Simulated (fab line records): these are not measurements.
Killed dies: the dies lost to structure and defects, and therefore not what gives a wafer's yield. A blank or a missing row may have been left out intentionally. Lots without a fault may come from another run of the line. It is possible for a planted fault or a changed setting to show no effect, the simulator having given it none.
Matching of chambers | flow n5 finfet | 4 sister chambers for N5_BEOL_M5_DESCUM_16 on rie diel-04
The step chemistry O2, time 7 s. 4 wafers are shown with their chamber, then 8 later ones without.

## WAFERS, EACH WITH ITS CHAMBER
wafer  | chamber | showerhead plenum p Torr (Torr)
L079.6 | 0       | 2.07
L087.1 | 1       | 2.17
L087.3 | 2       | 2.04
L093.1 | 3       | 2.06

## WAFERS WITH NO CHAMBER GIVEN
wafer  | showerhead plenum p Torr (Torr)
L093.3 | 2.04
L093.4 | 2.17
L091.2 | 2.16
L091.5 | 2.06
L091.6 | 2.04
L092.1 | 2.16
L092.2 | 2.04
L092.4 | 2.06

## CHAMBER TAKEN BY EACH
wafer  | from the rows above | in truth
L093.3 | 2                   | 2
L093.4 | 1                   | 1
L091.2 | 1                   | 1
L091.5 | 3                   | 3
L091.6 | 2                   | 2
L092.1 | 1                   | 1
L092.2 | 2                   | 2
L092.4 | 3                   | 3
Correctly placed: 8 of 8. Not placeable from these rows: 0. 0 placed wrongly.
How it was worked out, from the rows above alone: a wafer's distance from a chamber is the root of the sum, over the readings, of the square of ((its reading less the chamber's mean) divided by the reading's scatter). The wafer belongs to the nearest chamber; if the next one is less than 2 further off, it can't be placed. For every chamber, the mean is computed from those of its wafers that are shown. The scatter: root of mean squared gap, hidden wafer to nearest shown wafer, with one shown wafer a chamber.
